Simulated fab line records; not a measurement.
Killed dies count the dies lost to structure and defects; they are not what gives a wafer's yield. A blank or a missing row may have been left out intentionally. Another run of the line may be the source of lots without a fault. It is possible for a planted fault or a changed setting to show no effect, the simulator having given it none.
Split-lot study ; flow n5-finfet ; 7 lots, 21 wafers read, on a route of 1938 steps

ON THE SPLIT
At N5_HKMG_FIN_ETCH_35 (etches SOC in N2/H2, target depth 215.8 nm, time 243.4 s), the setting bias-w was moved away from the recipe's 5 W on 4 of the 21 wafers read, by +10.9% to +18.0%. The other wafers ran this setting at the recipe's value.

The reading is taken at the split's own step.

THE READING
rf-vpp-V, in V, at N5_HKMG_FIN_ETCH_35 (etches SOC in N2/H2, target depth 215.8 nm, time 243.4 s). Fault-free wafers of this fab line usually give 141.9 V, standard deviation 0.96 V.

wafer;tool, chamber at the split;bias-w as run, W;against the recipe;rf-vpp-V, V;against lot-mates on the recipe
L080.2;rie-diel-06, 0;5;recipe;139.9;-
L080.3;rie-diel-06, 2;5.899;+18.0%;158.1;+17.4
L080.5;rie-diel-06, 2;5;recipe;141.4;-
L081.1;rie-diel-04, 3;5;recipe;142.1;-
L081.3;rie-diel-04, 1;5;recipe;142.3;-
L081.4;rie-diel-04, 0;5;recipe;142.6;-
L082.1;rie-diel-04, 1;5.545;+10.9%;152.1;+10.0
L082.3;rie-diel-04, 0;5;recipe;141.8;-
L082.4;rie-diel-04, 2;5;recipe;142.4;-
L083.1;rie-diel-05, 3;5;recipe;142.3;-
L083.4;rie-diel-05, 3;5;recipe;141.6;-
L083.6;rie-diel-05, 1;5;recipe;143.4;-
L088.3;rie-diel-06, 3;5;recipe;141.8;-
L088.4;rie-diel-06, 2;5;recipe;142.5;-
L088.5;rie-diel-06, 0;5;recipe;139.7;-
L093.2;rie-diel-06, 0;5;recipe;139.5;-
L093.4;rie-diel-06, 2;5;recipe;142.2;-
L093.5;rie-diel-06, 3;5;recipe;141.3;-
L094.1;rie-diel-04, 1;5.556;+11.1%;152.8;+10.7
L094.2;rie-diel-04, 3;5.556;+11.1%;151.7;+9.6
L094.5;rie-diel-04, 2;5;recipe;142.1;-

THE FIT
A straight line over all 21 wafers: rf-vpp-V changes by +0.932 V for each +1% of bias-w; r = +0.98; the points scatter about the line by 1 V.
The same after taking each lot's own level away (the mean of its wafers on the recipe; 21 wafers): +0.942 V for each +1%; r = +0.99; scatter 0.8 V.
Per that fit: largest bias-w move, reading shift of 17 V.
The lots' own levels span 140.65 to 142.43 V, that is 1.9 times the standard deviation above.
So the lot-to-lot level changes the slope little: the two slopes agree.
Check: +16.4 V against its lot-mates is what the line predicts for one of the wafers moved furthest among these (+18.0%) when that wafer is left out of the fit. Against them it came out at +17.4 V.
Tool readings at the split's step, against how far the setting was moved: rf-vpp-V r = +0.98.

OTHER SPLITS ON THESE WAFERS
Before the reading, these wafers also passed through other splits. Each is held against what the fit with the lots' levels taken away leaves over:
other split on the same wafers;wafers away from the commonest value;r with rf-vpp-V (lot level and that fit taken away)
N5_WELL_APT_COAT_02 spin-rpm;4;-0.18
N5_FIN_CUT_EXPOSE_05 dose-mj;9;+0.09
N5_FIN_CUT_ETCH_30 target-depth-a;8;+0.45
N5_DUMMY_GATE_COAT_28 spin-rpm;6;-0.45
N5_SD_EPI_P_EPI_21 epi-growth-time-s;9;+0.09
N5_SDB_ETCH_25 time-s;11;-0.20

THE FILE'S OWN FIT
rf-vpp-V changes by +0.948 V for each +1% of bias-w, r = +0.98.
